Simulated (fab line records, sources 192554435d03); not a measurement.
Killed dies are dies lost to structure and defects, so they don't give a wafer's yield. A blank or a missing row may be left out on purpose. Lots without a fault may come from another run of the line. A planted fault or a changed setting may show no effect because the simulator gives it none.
Split-lot experiment | flow n5_finfet | 7 lots, 39 wafers read, on a route of 1938 steps

THE SPLIT
At N5_DUMMY_GATE_ETCH_37 (etches SOC in N2/H2, target depth 60 nm, overetch 30 nm), the setting source_w was moved away from the recipe's 840 W on 12 of the 39 wafers read, by -5.8% to +18.9%. The other wafers ran this setting at the recipe's value.

The reading is taken at the split's own step.

THE READING
rf_vpp_V, in V, at N5_DUMMY_GATE_ETCH_37 (etches SOC in N2/H2, target depth 60 nm, overetch 30 nm). Fault-free wafers of this fab line usually give 523.8 V, standard deviation 2.5 V.

wafer  | tool, chamber at the split | source_w as run, W | against the recipe | rf_vpp_V, V | against lot-mates on the recipe
L076.1 | rie_diel-04, 3             | 898.8              | +7.0%              | 511.4       | -13.0
L076.2 | rie_diel-04, 0             | 840                | recipe             | 526.3       | -
L076.3 | rie_diel-04, 2             | 898.8              | +7.0%              | 509.3       | -15.1
L076.4 | rie_diel-04, 2             | 898.8              | +7.0%              | 509.4       | -15.0
L076.5 | rie_diel-04, 3             | 840                | recipe             | 520.4       | -
L076.6 | rie_diel-04, 0             | 840                | recipe             | 526.4       | -
L079.1 | rie_diel-04, 3             | 840                | recipe             | 521.5       | -
L079.2 | rie_diel-04, 0             | 840                | recipe             | 528.8       | -
L079.3 | rie_diel-04, 1             | 840                | recipe             | 526.0       | -
L079.4 | rie_diel-04, 2             | 840                | recipe             | 520.7       | -
L079.5 | rie_diel-04, 2             | 840                | recipe             | 520.5       | -
L079.6 | rie_diel-04, 1             | 840                | recipe             | 525.3       | -
L081.1 | rie_diel-02, 1             | 840                | recipe             | 523.8       | -
L081.2 | rie_diel-02, 2             | 840                | recipe             | 519.3       | -
L081.3 | rie_diel-02, 3             | 840                | recipe             | 523.3       | -
L081.4 | rie_diel-02, 0             | 840                | recipe             | 525.5       | -
L081.5 | rie_diel-02, 2             | 840                | recipe             | 520.2       | -
L081.6 | rie_diel-02, 1             | 840                | recipe             | 524.9       | -
L084.1 | rie_diel-04, 3             | 840                | recipe             | 522.2       | -
L084.2 | rie_diel-04, 0             | 840                | recipe             | 525.5       | -
L084.3 | rie_diel-04, 2             | 791.4              | -5.8%              | 531.5       | +8.9
L084.4 | rie_diel-04, 1             | 791.4              | -5.8%              | 536.5       | +13.9
L084.5 | rie_diel-04, 1             | 791.4              | -5.8%              | 535.9       | +13.3
L084.6 | rie_diel-04, 2             | 840                | recipe             | 520.1       | -
L085.2 | rie_diel-04, 0             | 840                | recipe             | 525.6       | -
L085.3 | rie_diel-04, 3             | 840                | recipe             | 522.5       | -
L085.6 | rie_diel-04, 2             | 840                | recipe             | 520.8       | -
L092.1 | rie_diel-01, 1             | 998.8              | +18.9%             | 496.6       | -27.3
L092.2 | rie_diel-01, 3             | 840                | recipe             | 524.6       | -
L092.3 | rie_diel-01, 0             | 998.8              | +18.9%             | 493.9       | -30.0
L092.4 | rie_diel-01, 2             | 840                | recipe             | 523.8       | -
L092.5 | rie_diel-01, 2             | 998.8              | +18.9%             | 492.3       | -31.6
L092.6 | rie_diel-01, 3             | 840                | recipe             | 523.4       | -
L094.1 | rie_diel-02, 3             | 985.4              | +17.3%             | 496.7       | -30.1
L094.2 | rie_diel-02, 0             | 985.4              | +17.3%             | 498.5       | -28.3
L094.3 | rie_diel-02, 2             | 985.4              | +17.3%             | 500.2       | -26.6
L094.4 | rie_diel-02, 0             | 840                | recipe             | 526.6       | -
L094.5 | rie_diel-02, 2             | 840                | recipe             | 528.8       | -
L094.6 | rie_diel-02, 3             | 840                | recipe             | 524.9       | -

THE FIT
A straight line over all 39 wafers: rf_vpp_V changes by -1.56 V for each +1% of source_w; r = -0.97; the points scatter about the line by 2.7 V.
The same after taking each lot's own level away (the mean of its wafers on the recipe; 39 wafers): -1.66 V for each +1%; r = -0.98; scatter 2.5 V.
On that fit, the largest move of source_w shifts the reading by 31 V.
The lots' own levels span 522.60 to 526.77 V, that is 1.7 times the standard deviation above.
So the lot-to-lot level changes the slope little: the two slopes agree.
Check: with one of the wafers moved furthest among these (+18.9%) left out of the fit, the line predicts -31.9 V for it against its lot-mates. It came out at -27.3 V against them.
Tool readings at the split's step, against how far the setting was moved: rf_vpp_V r = -0.97.

OTHER SPLITS ON THESE WAFERS
These wafers also went through other splits before the reading. Each is held against what the fit with the lots' levels taken away leaves over:
other split on the same wafers      | wafers away from the commonest value | r with rf_vpp_V (lot level and that fit taken away)
N5_ZERO_LAYER_PECVD_02 target_thk_a | 9                                    | -0.19

THE FILE'S OWN FIT
rf_vpp_V changes by -1.65 V for each +1% of source_w, r = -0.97.
